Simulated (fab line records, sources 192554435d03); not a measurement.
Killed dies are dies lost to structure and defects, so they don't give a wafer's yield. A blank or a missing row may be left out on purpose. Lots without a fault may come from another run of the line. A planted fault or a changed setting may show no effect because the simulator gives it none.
Tool commonality check | flow n5_finfet | 10 lots, 30 wafers sampled

WHY IT WAS OPENED
At N5_SD_EPI_P_INSPECT_26 the reading raw_defect_count is flagged on 2 of 10 lots. Wafers without a fault read 173, standard deviation 39.
Rule: a lot is flagged when every wafer of it that has a number lies more than 4 standard deviations from that mean, or none has a number. The other lots count as sound.

lot  | measured    | on                | raw_defect_count, wafer by wafer | flag
L896 | day 3 10:26 | defect_inspect-01 | 206 157 144                      |
L898 | day 4 00:17 | defect_inspect-01 | 183 172 127                      |
L899 | day 4 05:31 | defect_inspect-01 | 151 186 163                      |
L900 | day 4 08:40 | defect_inspect-02 | 145 171 167                      |
L901 | day 4 17:19 | defect_inspect-01 | 555 528 564                      | FLAGGED
L904 | day 5 11:00 | defect_inspect-02 | 523 494 586                      | FLAGGED
L908 | day 6 11:52 | defect_inspect-01 | 136 169 142                      |
L911 | day 7 06:29 | defect_inspect-01 | 131 135 163                      |
L912 | day 7 11:41 | defect_inspect-01 | 241 137 151                      |
L918 | day 9 00:05 | defect_inspect-02 | 134 187 177                      |
The numbers of the flagged lots are 542 on average: +369 against the usual, or +9 standard deviations.

WHICH TOOL RAN EACH LOT
The record holds 3 process steps before the reading, out of a route of 1938 steps. In each cell: the tool, then ch and the chambers that the sampled wafers went through, then the start.
lot  | flag    | N5_SD_EPI_N_SD_RECESS_17        | N5_SD_EPI_N_VAPOR_ETCH_50      | N5_SD_EPI_P_ETCH_47
L896 |         | rie_si-03 ch 0,1,2, day 3 03:05 | epi_rpcvd-02 ch 0, day 3 03:54 | rie_diel-06 ch 0,3, day 3 07:14
L898 |         | rie_si-04 ch 0,1, day 3 15:11   | epi_rpcvd-04 ch 0, day 3 16:09 | rie_diel-06 ch 0,1,2, day 3 20:14
L899 |         | rie_si-05 ch 1,3, day 3 19:50   | epi_rpcvd-03 ch 0, day 3 20:39 | rie_diel-05 ch 0,3, day 4 00:22
L900 |         | rie_si-03 ch 2,3, day 4 00:23   | epi_rpcvd-04 ch 0, day 4 01:20 | rie_diel-06 ch 1,2, day 4 05:28
L901 | FLAGGED | rie_si-04 ch 0,3, day 4 09:56   | epi_rpcvd-03 ch 0, day 4 10:50 | rie_diel-06 ch 0,2,3, day 4 14:07
L904 | FLAGGED | rie_si-05 ch 1,2, day 5 03:31   | epi_rpcvd-02 ch 0, day 5 04:20 | rie_diel-06 ch 1,2, day 5 07:48
L908 |         | rie_si-05 ch 0,1, day 6 02:26   | epi_rpcvd-04 ch 0, day 6 03:17 | rie_diel-02 ch 0,1, day 6 06:40
L911 |         | rie_si-04 ch 0,2,3, day 6 21:53 | epi_rpcvd-03 ch 0, day 6 22:45 | rie_diel-05 ch 1,2,3, day 7 02:26
L912 |         | rie_si-05 ch 0,2,3, day 7 02:33 | epi_rpcvd-02 ch 0, day 7 03:22 | rie_diel-05 ch 0,3, day 7 06:41
L918 |         | rie_si-05 ch 0,2,3, day 8 16:42 | epi_rpcvd-03 ch 0, day 8 17:32 | rie_diel-06 ch 0,2,3, day 8 20:52
What these steps do:
- N5_SD_EPI_N_SD_RECESS_17: chemistry HBr/Cl2/O2, target depth 41 nm, time 23.7 s, bt time 3 s.
- N5_SD_EPI_N_VAPOR_ETCH_50: etches Si in HCl, time 54 s.
- N5_SD_EPI_P_ETCH_47: etches SiOCN in CH3F/O2, target depth 25 nm.
- N5_SD_EPI_P_INSPECT_26: inspects for defects (darkfield).

FLAGGED OVER TOTAL, TOOL BY TOOL (the gauges that took the reading come last)
step                      | tool              | lots run | flagged | share of the flagged lots | sound lots run after its first flagged lot
N5_SD_EPI_N_SD_RECESS_17  | rie_si-03         | 2        | 0       | none                      | -
N5_SD_EPI_N_SD_RECESS_17  | rie_si-04         | 3        | 1       | some                      | 1 (L911)
N5_SD_EPI_N_SD_RECESS_17  | rie_si-05         | 5        | 1       | some                      | 3 (L908,L912,L918)
N5_SD_EPI_N_VAPOR_ETCH_50 | epi_rpcvd-02      | 3        | 1       | some                      | 1 (L912)
N5_SD_EPI_N_VAPOR_ETCH_50 | epi_rpcvd-03      | 4        | 1       | some                      | 2 (L911,L918)
N5_SD_EPI_N_VAPOR_ETCH_50 | epi_rpcvd-04      | 3        | 0       | none                      | -
N5_SD_EPI_P_ETCH_47       | rie_diel-02       | 1        | 0       | none                      | -
N5_SD_EPI_P_ETCH_47       | rie_diel-05       | 3        | 0       | none                      | -
N5_SD_EPI_P_ETCH_47       | rie_diel-06       | 6        | 2       | all                       | 1 (L918)
N5_SD_EPI_P_INSPECT_26    | defect_inspect-01 | 7        | 1       | some                      | 3 (L908,L911,L912)
N5_SD_EPI_P_INSPECT_26    | defect_inspect-02 | 3        | 1       | some                      | 1 (L918)

WHAT THE TABLE ALLOWS
1 row of the table ran every flagged lot: rie_diel-06 at N5_SD_EPI_P_ETCH_47.
- rie_diel-06 at N5_SD_EPI_P_ETCH_47: 2 of its 6 lots flagged. Sound lots ran on it after the first flagged one (L918), which a lasting fault on the whole tool wouldn't allow.
No row of the table ran every flagged lot and no sound lot after the first.

WHAT THE SIMULATOR HAD PUT IN
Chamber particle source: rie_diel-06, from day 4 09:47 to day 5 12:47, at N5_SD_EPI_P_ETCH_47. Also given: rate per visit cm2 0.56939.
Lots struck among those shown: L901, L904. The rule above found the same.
